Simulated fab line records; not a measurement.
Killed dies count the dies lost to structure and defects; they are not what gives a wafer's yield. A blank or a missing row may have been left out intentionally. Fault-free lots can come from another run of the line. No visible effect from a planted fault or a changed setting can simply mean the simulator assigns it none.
Matching of chambers + flow n5_finfet + N5_MOL_CONTACT_COAG_ETCH_65 on rie_diel-03: 4 sister chambers
The step etches underlayer in N2/H2, target depth 13 nm, time 10.4 s. 8 wafers are shown with their chamber, then 9 later ones without.

## WAFERS, EACH WITH ITS CHAMBER
| wafer  | chamber | showerhead_plenum_p_Torr (Torr) | throttle_valve_pct (%) |
|--------|---------|---------------------------------|------------------------|
| L077.5 | 0       | 2.62                            | 18.1                   |
| L078.5 | 3       | 2.54                            | 18.1                   |
| L087.1 | 2       | 2.69                            | 17.4                   |
| L087.2 | 1       | 2.43                            | 17.5                   |
| L087.3 | 0       | 2.61                            | 18.1                   |
| L090.3 | 2       | 2.69                            | 17.5                   |
| L090.4 | 3       | 2.53                            | 18.2                   |
| L090.6 | 1       | 2.43                            | 17.5                   |

## WAFERS MISSING THEIR CHAMBER
| wafer  | showerhead_plenum_p_Torr (Torr) | throttle_valve_pct (%) |
|--------|---------------------------------|------------------------|
| L091.1 | 2.61                            | 18.2                   |
| L091.2 | 2.43                            | 17.5                   |
| L091.6 | 2.43                            | 17.5                   |
| L092.1 | 2.43                            | 17.5                   |
| L092.2 | 2.61                            | 18.2                   |
| L092.3 | 2.69                            | 17.5                   |
| L093.3 | 2.61                            | 18.2                   |
| L093.4 | 2.53                            | 18.2                   |
| L093.6 | 2.43                            | 17.5                   |

## EACH ONE'S CHAMBER
| wafer  | from the rows above | in truth |
|--------|---------------------|----------|
| L091.1 | 0                   | 0        |
| L091.2 | 1                   | 1        |
| L091.6 | 1                   | 1        |
| L092.1 | 1                   | 1        |
| L092.2 | 0                   | 0        |
| L092.3 | 2                   | 2        |
| L093.3 | 0                   | 0        |
| L093.4 | 3                   | 3        |
| L093.6 | 1                   | 1        |
Placed correctly: 9 of 9. From these rows, 0 cannot be placed. Placed wrongly: 0.
How it was worked out, from the rows above alone: a wafer's distance from a chamber is the root of the sum, over the readings, of the square of ((its reading less the chamber's mean) divided by the reading's scatter). If the next closest chamber is less than 2 further off than the closest, the wafer can't be placed; otherwise it belongs to the closest. A chamber's mean is the mean of its shown wafers. The scatter is the square root of a quotient: the sum, over the shown wafers, of each reading's squared deviation from its chamber's mean, divided by wafers minus chambers.
